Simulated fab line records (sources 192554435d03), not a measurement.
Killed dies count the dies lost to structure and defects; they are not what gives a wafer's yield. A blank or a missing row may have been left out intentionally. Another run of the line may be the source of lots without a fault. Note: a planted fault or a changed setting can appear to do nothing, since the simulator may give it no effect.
Matching of chambers | flow n5-finfet | 4 sister chambers for N5_BEOL_M2_ETCH_70 on rie-diel-04
The step etches SOC in N2/H2, target depth 80 nm, overetch 24 nm, time 130 s. 18 wafers are shown with their chamber, then 8 later ones without.

== WAFERS WITH THEIR CHAMBER ==
wafer  | chamber | throttle-valve-pct (%) | drypump-motor-current-A (A) | showerhead-plenum-p-Torr (Torr)
L075.1 | 1       | 17.52                  | 6.2                         | 2.49
L075.3 | 3       | 17.86                  | 5.7                         | 2.46
L075.5 | 3       | 17.88                  | 5.7                         | 2.46
L077.1 | 2       | 18.07                  | 5.9                         | 2.52
L077.2 | 3       | 17.89                  | 5.7                         | 2.46
L077.3 | 0       | 17.84                  | 5.5                         | 2.44
L079.1 | 0       | 17.84                  | 5.5                         | 2.44
L079.4 | 1       | 17.57                  | 6.2                         | 2.48
L079.6 | 2       | 18.08                  | 5.8                         | 2.51
L083.2 | 1       | 17.58                  | 6.1                         | 2.48
L083.5 | 0       | 17.83                  | 5.5                         | 2.44
L083.6 | 1       | 17.56                  | 6.1                         | 2.48
L084.3 | 0       | 17.85                  | 5.5                         | 2.44
L084.5 | 2       | 18.10                  | 5.8                         | 2.51
L084.6 | 1       | 17.58                  | 6.1                         | 2.48
L089.2 | 2       | 18.11                  | 5.8                         | 2.50
L089.3 | 3       | 17.92                  | 5.7                         | 2.45
L089.6 | 0       | 17.87                  | 5.5                         | 2.44

SIGNATURES, as means of the wafers listed above
reading                  | chamber 0 | chamber 1 | chamber 2 | chamber 3 | scatter within a chamber
throttle-valve-pct       | 17.8460   | 17.5620   | 18.0900   | 17.8875   | 0.0212
drypump-motor-current-A  | 5.500     | 6.140     | 5.825     | 5.700     | 0.0373
showerhead-plenum-p-Torr | 2.4400    | 2.4820    | 2.5100    | 2.4575    | 0.00504
Rule: distance of a wafer from a chamber = root of the sum over the readings of ((wafer's reading minus chamber's mean) / reading's scatter) squared. The wafer belongs to the nearest chamber; if the next one is less than 2 further off, it can't be placed. How the scatter is found: for the shown wafers, subtract from each reading the mean of its chamber, square and add these, divide the total by (wafers less chambers), then take the root.

== WAFERS WITH NO CHAMBER GIVEN ==
wafer  | throttle-valve-pct (%) | drypump-motor-current-A (A) | showerhead-plenum-p-Torr (Torr)
L090.1 | 18.11                  | 5.8                         | 2.50
L090.2 | 17.94                  | 5.7                         | 2.45
L090.3 | 17.60                  | 6.1                         | 2.47
L095.2 | 17.97                  | 5.7                         | 2.44
L095.3 | 17.67                  | 5.9                         | 2.50
L097.2 | 17.89                  | 5.5                         | 2.43
L097.3 | 17.62                  | 6.1                         | 2.47
L097.6 | 17.68                  | 5.8                         | 2.50

== CHAMBER TAKEN BY EACH ==
wafer  | from the rows above     | in truth
L090.1 | 2                       | 2
L090.2 | 3                       | 3
L090.3 | 1                       | 1
L095.2 | 3                       | 3
L095.3 | 1                       | 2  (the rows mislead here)
L097.2 | 0                       | 0
L097.3 | 1                       | 1
L097.6 | can't be placed: 1 or 3 | 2
Correct placement for 6 of the 8. Unplaceable from these rows: 1, with the true chamber sitting among the candidates in 0. Number placed wrongly: 1.
